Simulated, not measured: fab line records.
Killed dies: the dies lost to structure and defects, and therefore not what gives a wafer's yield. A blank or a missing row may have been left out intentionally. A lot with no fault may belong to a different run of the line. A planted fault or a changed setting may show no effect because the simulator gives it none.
fab line records    flow nand-harc    part 2 of 2: steps 21 to 28 of 28
[record] lots = 5  wafers = 15  last-day = 33
route steps=1302 shown A_CHANNEL_HOLE_D1@454
lots that met no fault: from a run of the same line without faults
start-h: start of the lot's first displayed wafer, in hours after the record's first day    wait-h: time in hours since the lot's previous step    " repeats the value in the row above    L1.1+2: a single row standing in for several wafers    - either no value or no given start    * or withheld: withheld    < > ~ a bound
route shown NAME@n: a module of which the file shows steps, and the number in the route of the first    usual: mean and standard deviation over wafers with no fault    same: alike in all rows    chamber/n: place in a boat    sites: per-site readings    _std_site: the standard deviation of these    _edge_site: inner sites' mean taken away from outer sites' mean    radius-mm: for every site, how far away it sits from the centre of the wafer    mask NAME#n: copy n    behind: tool/chamber where the wafer was last shaped    hold: why the lot was held/for how many hours/how that ended    device: whichever transistor did not switch (one of n, p or np)    end of line: tests run on the same wafers once the route is complete    where a step has no rows: the recipe by itself    killed: dies lost to structure and defects at the first sort, not the wafer's yield    map: a wafer's dies, marking killed ones x, the rest . and places with no die _
set.NAME: setting as actually run; set.NAME@STEP: the setting as run at that earlier step    model.NAME: the simulator's own value behind a step, which no gauge read
a table for each step, a row for each wafer; lots at some steps of the route
services: from which hour (start-h, from the record's first day; less than 0 if before it) a tool's chamber was out of use, for how many hours, and why
[[steps]]
[step NHARC_A_CHANNEL_HOLE_D1_ETCH_22]
[recipe] bias-v = 3000  source-w = withheld  pressure-mtorr = 20  time-s = 666.7  ar-flow-sccm = 375  c4f8-flow-sccm = 89.3  o2-flow-sccm = 35.7  temp-c = -20  target-depth-a = 16000  chemistry = C4F8/O2/Ar
[usual] drypump-motor-current-A = 6.1/0.42  showerhead-plenum-p-Torr = 3.61/0.11  throttle-valve-pct = 32.154/0.0092
[same] time-s = 666.7
lot.wafer  tool         chamber  start-h  wait-h  drypump-motor-current-A  rf-hours-counter-h  showerhead-plenum-p-Torr  throttle-valve-pct
L076.2     har-etch-01  1        198.19   0.4     5.7                      93                  3.73                      32.145
L076.3     "            1        "        "       5.7                      -                   3.73                      32.164
L076.5     "            1        "        "       5.7                      -                   3.73                      32.156
L082.3     har-etch-02  1        268.80   0.4     5.9                      -                   3.67                      32.148
L082.4     "            0        "        "       6.8                      -                   3.48                      32.153
L082.5     "            1        "        "       5.9                      -                   3.67                      32.152
L084.2     har-etch-02  0        277.06   0.4     6.8                      340                 3.48                      32.148
L084.4     "            0        "        "       6.8                      -                   3.48                      32.166
L084.5     "            1        "        "       6.0                      -                   3.67                      32.173
L085.3     har-etch-01  0        292.73   0.4     6.1                      -                   3.53                      32.153
L085.4     "            1        "        "       5.7                      -                   3.69                      32.139
L085.6     "            1        "        "       5.7                      -                   3.69                      32.166
L094.3     har-etch-01  1        392.40   0.4     5.7                      -                   3.66                      32.171
L094.6     "            1        "        "       5.7                      -                   3.66                      32.145
L094.5     "            0        "        "       6.1                      -                   3.50                      32.164
[step NHARC_A_CHANNEL_HOLE_D1_ETCH_23]
[recipe] bias-v = 5000  source-w = withheld  pressure-mtorr = 20  time-s = 819  ar-flow-sccm = 375  c4f8-flow-sccm = 89.3  o2-flow-sccm = 35.7  temp-c = -20  target-depth-a = 16000  chemistry = C4F8/O2/Ar
[usual] drypump-motor-current-A = 6.1/0.42  showerhead-plenum-p-Torr = 3.61/0.11  throttle-valve-pct = 32.156/0.0093
[same] time-s = 819
lot.wafer  tool         chamber  start-h  wait-h  drypump-motor-current-A  rf-hours-counter-h  showerhead-plenum-p-Torr  throttle-valve-pct
L076.2     har-etch-01  1        198.76   0.5     5.7                      93                  3.73                      32.162
L076.3     "            1        "        "       5.7                      -                   3.73                      32.167
L076.5     "            1        "        "       5.7                      -                   3.73                      32.157
L082.3     har-etch-02  1        269.41   0.5     6.0                      -                   3.67                      32.161
L082.4     "            0        "        "       6.8                      -                   3.48                      32.158
L082.5     "            1        "        "       6.0                      -                   3.67                      32.141
L084.2     har-etch-02  0        277.65   0.5     6.8                      341                 3.48                      32.142
L084.4     "            0        "        "       6.8                      -                   3.48                      32.166
L084.5     "            1        "        "       5.9                      -                   3.67                      32.167
L085.3     har-etch-01  0        293.33   0.5     6.1                      -                   3.53                      32.170
L085.4     "            1        "        "       5.7                      -                   3.69                      32.137
L085.6     "            1        "        "       5.7                      -                   3.69                      32.154
L094.3     har-etch-01  1        393.01   0.5     5.7                      -                   3.66                      32.169
L094.6     "            1        "        "       5.7                      -                   3.66                      32.166
L094.5     "            0        "        "       6.1                      -                   3.50                      32.146
[step NHARC_A_CHANNEL_HOLE_D1_ETCH_24]
[recipe] bias-v = 5000  source-w = withheld  pressure-mtorr = 20  time-s = 906.2  ar-flow-sccm = 375  c4f8-flow-sccm = 93.8  o2-flow-sccm = 31.2  temp-c = -20  target-depth-a = 15000  chemistry = C4F8/O2/Ar
[usual] drypump-motor-current-A = 6.1/0.42  showerhead-plenum-p-Torr = 3.60/0.11  throttle-valve-pct = 32.234/0.0096
[same] time-s = 906.2
lot.wafer  tool         chamber  start-h  wait-h  drypump-motor-current-A  rf-hours-counter-h  showerhead-plenum-p-Torr  throttle-valve-pct
L076.2     har-etch-01  1        199.45   0.6     5.7                      94                  3.72                      32.251
L076.3     "            1        "        "       5.7                      -                   3.72                      32.238
L076.5     "            1        "        "       5.7                      -                   3.72                      32.227
L082.3     har-etch-02  1        270.14   0.6     6.0                      -                   3.67                      32.221
L082.4     "            0        "        "       6.8                      -                   3.48                      32.229
L082.5     "            1        "        "       5.9                      -                   3.67                      32.233
L084.2     har-etch-02  0        278.36   0.6     6.8                      341                 3.47                      32.234
L084.4     "            0        "        "       6.8                      -                   3.47                      32.233
L084.5     "            1        "        "       5.9                      -                   3.66                      32.239
L085.3     har-etch-01  0        294.04   0.6     6.1                      -                   3.53                      32.243
L085.4     "            1        "        "       5.7                      -                   3.69                      32.234
L085.6     "            1        "        "       5.7                      -                   3.69                      32.238
L094.3     har-etch-01  1        393.73   0.6     5.7                      -                   3.66                      32.242
L094.6     "            1        "        "       5.7                      -                   3.66                      32.239
L094.5     "            0        "        "       6.1                      -                   3.50                      32.232
[step NHARC_A_CHANNEL_HOLE_D1_ETCH_25]
[recipe] bias-v = 5000  source-w = withheld  pressure-mtorr = 20  time-s = 1040.2  ar-flow-sccm = 375  c4f8-flow-sccm = 93.8  o2-flow-sccm = 31.2  temp-c = -20  target-depth-a = 15000  chemistry = C4F8/O2/Ar
[usual] drypump-motor-current-A = 6.1/0.42  showerhead-plenum-p-Torr = 3.60/0.11  throttle-valve-pct = 32.236/0.0095
[same] time-s = 1040.2
lot.wafer  tool         chamber  start-h  wait-h  drypump-motor-current-A  rf-hours-counter-h  showerhead-plenum-p-Torr  throttle-valve-pct
L076.2     har-etch-01  1        200.22   0.6     5.7                      95                  3.72                      32.230
L076.3     "            1        "        "       5.7                      -                   3.72                      32.232
L076.5     "            1        "        "       5.7                      -                   3.72                      32.232
L082.3     har-etch-02  1        270.94   0.7     5.9                      -                   3.67                      32.231
L082.4     "            0        "        "       6.8                      -                   3.47                      32.245
L082.5     "            1        "        "       5.9                      -                   3.67                      32.253
L084.2     har-etch-02  0        279.14   0.7     6.8                      342                 3.47                      32.251
L084.4     "            0        "        "       6.8                      -                   3.47                      32.223
L084.5     "            1        "        "       5.9                      -                   3.66                      32.237
L085.3     har-etch-01  0        294.84   0.7     6.1                      -                   3.53                      32.225
L085.4     "            1        "        "       5.7                      -                   3.69                      32.248
L085.6     "            1        "        "       5.7                      -                   3.69                      32.239
L094.3     har-etch-01  1        394.53   0.7     5.7                      -                   3.66                      32.243
L094.6     "            1        "        "       5.7                      -                   3.66                      32.266
L094.5     "            0        "        "       6.1                      -                   3.50                      32.233
[step NHARC_A_CHANNEL_HOLE_D1_ETCH_26]
[recipe] bias-v = 300  source-w = 2000  pressure-mtorr = 30  time-s = 224.1  ar-flow-sccm = 375  c4f8-flow-sccm = 11.4  o2-flow-sccm = 113.6  temp-c = -20  target-depth-a = 3000  chemistry = C4F8/O2/Ar
[usual] drypump-motor-current-A = 6.1/0.42  showerhead-plenum-p-Torr = 3.65/0.12  throttle-valve-pct = 24.586/0.0099
[same] time-s = 224.1
lot.wafer  tool         chamber  start-h  wait-h  drypump-motor-current-A  rf-hours-counter-h  showerhead-plenum-p-Torr  throttle-valve-pct
L076.2     har-etch-01  1        201.09   0.7     5.7                      96                  3.77                      24.573
L076.3     "            1        "        "       5.7                      -                   3.77                      24.587
L076.5     "            1        "        "       5.7                      -                   3.77                      24.566
L082.3     har-etch-02  1        271.60   0.5     6.0                      -                   3.71                      24.574
L082.4     "            0        "        "       6.8                      -                   3.51                      24.594
L082.5     "            1        "        "       5.9                      -                   3.71                      24.594
L084.2     har-etch-02  0        279.91   0.6     6.8                      343                 3.51                      24.585
L084.4     "            0        "        "       6.8                      -                   3.51                      24.572
L084.5     "            1        "        "       5.9                      -                   3.71                      24.566
L085.3     har-etch-01  0        295.49   0.5     6.1                      -                   3.57                      24.601
L085.4     "            1        "        "       5.7                      -                   3.74                      24.592
L085.6     "            1        "        "       5.7                      -                   3.74                      24.589
L094.3     har-etch-01  1        395.17   0.5     5.7                      -                   3.70                      24.568
L094.6     "            1        "        "       5.7                      -                   3.70                      24.594
L094.5     "            0        "        "       6.1                      -                   3.54                      24.598
[step NHARC_A_CHANNEL_HOLE_D1_ETCH_33]
[recipe] bias-v = 400  source-w = 2000  pressure-mtorr = 25  time-s = 90  ar-flow-sccm = 375  c4f8-flow-sccm = 41.7  o2-flow-sccm = 83.3  temp-c = -20  target-depth-a = 4000  chemistry = C4F8/O2/Ar
[usual] drypump-motor-current-A = 6.1/0.42  showerhead-plenum-p-Torr = 3.64/0.12  throttle-valve-pct = 27.619/0.0091
[same] time-s = 90
lot.wafer  tool         chamber  start-h  wait-h  drypump-motor-current-A  rf-hours-counter-h  showerhead-plenum-p-Torr  throttle-valve-pct
L076.2     har-etch-01  1        201.29   0.2     5.7                      96                  3.77                      27.630
L076.3     "            1        "        "       5.7                      -                   3.77                      27.619
L076.5     "            1        "        "       5.7                      -                   3.77                      27.626
L082.3     har-etch-02  1        271.80   0.2     5.9                      -                   3.71                      27.622
L082.4     "            0        "        "       6.8                      -                   3.51                      27.624
L082.5     "            1        "        "       5.9                      -                   3.71                      27.622
L084.2     har-etch-02  0        280.11   0.2     6.8                      343                 3.51                      27.623
L084.4     "            0        "        "       6.8                      -                   3.51                      27.634
L084.5     "            1        "        "       5.9                      -                   3.70                      27.628
L085.3     har-etch-01  0        295.68   0.2     6.1                      -                   3.57                      27.613
L085.4     "            1        "        "       5.7                      -                   3.73                      27.615
L085.6     "            1        "        "       5.7                      -                   3.73                      27.608
L094.3     har-etch-01  1        395.37   0.2     5.7                      -                   3.70                      27.621
L094.6     "            1        "        "       5.7                      -                   3.70                      27.615
L094.5     "            0        "        "       6.1                      -                   3.53                      27.628
[step NHARC_A_CHANNEL_HOLE_D1_STRIP_41]
[recipe] n2-flow-sccm = 150  h2-flow-sccm = 150  ar-flow-sccm = 0  bias-w = 0  chemistry = N2/H2
lot.wafer   tool         chamber  start-h  wait-h
L076.2+3+5  rie-diel-13  0,2,1    201.82   0.5
L082.3+4+5  rie-diel-02  0,1,0    272.27   0.4
L084.4+2+5  rie-diel-02  3,0,0    280.60   0.4
L085.3+4+6  rie-diel-04  1,0,1    296.15   0.4
L094.3+6+5  rie-diel-13  3,2,3    395.84   0.4
[step NHARC_A_CHANNEL_HOLE_D1_STRIP_42]
[recipe] cf4-flow-sccm = 100  chf3-flow-sccm = 30  ar-flow-sccm = 0  bias-w = 0  chemistry = CF4/CHF3
lot.wafer   tool         chamber  start-h  wait-h
L076.3+2+5  rie-diel-13  0,2,0    201.91   0.1
L082.3+4+5  rie-diel-02  0,1,3    272.37   0.1
L084.2+4+5  rie-diel-02  3,1,2    280.72   0.1
L085.3+4+6  rie-diel-04  0,1,3    296.25   0.1
L094.3+5+6  rie-diel-13  1,3,0    395.93   0.1
[[services]]
tool             chamber  start-h  hours  kind
arfi-scanner-03  -        177.18   0.9    repair
rie-diel-04      -        178.27   9.0    pm
litho-track-06   -        179.00   7.0    pm
har-etch-02      -        181.89   4.0    repair
arfi-scanner-03  -        196.00   4.0    pm
litho-track-04   -        203.00   7.0    pm
arfi-scanner-03  -        203.49   1.1    repair
rie-diel-02      -        216.99   9.0    pm
har-etch-02      -        255.90   7.7    repair
rie-diel-13      2        261.36   6.1    repair
rie-diel-04      1        267.06   7.2    repair
rie-diel-02      2        305.29   7.3    repair
arfi-scanner-03  -        306.97   0.4    repair
rie-diel-02      3        308.61   1.3    repair
rie-diel-13      2        313.72   8.4    repair
rie-diel-13      1        326.52   4.1    repair
litho-track-01   -        330.00   7.0    pm
arfi-scanner-03  -        332.64   0.9    repair
rie-diel-13      -        342.00   9.0    pm
litho-track-06   -        354.00   7.0    pm
rie-diel-04      -        356.06   9.0    pm
arfi-scanner-03  -        365.93   0.5    repair
litho-track-04   -        378.00   7.0    pm
har-etch-02      -        378.82   17.0   pm
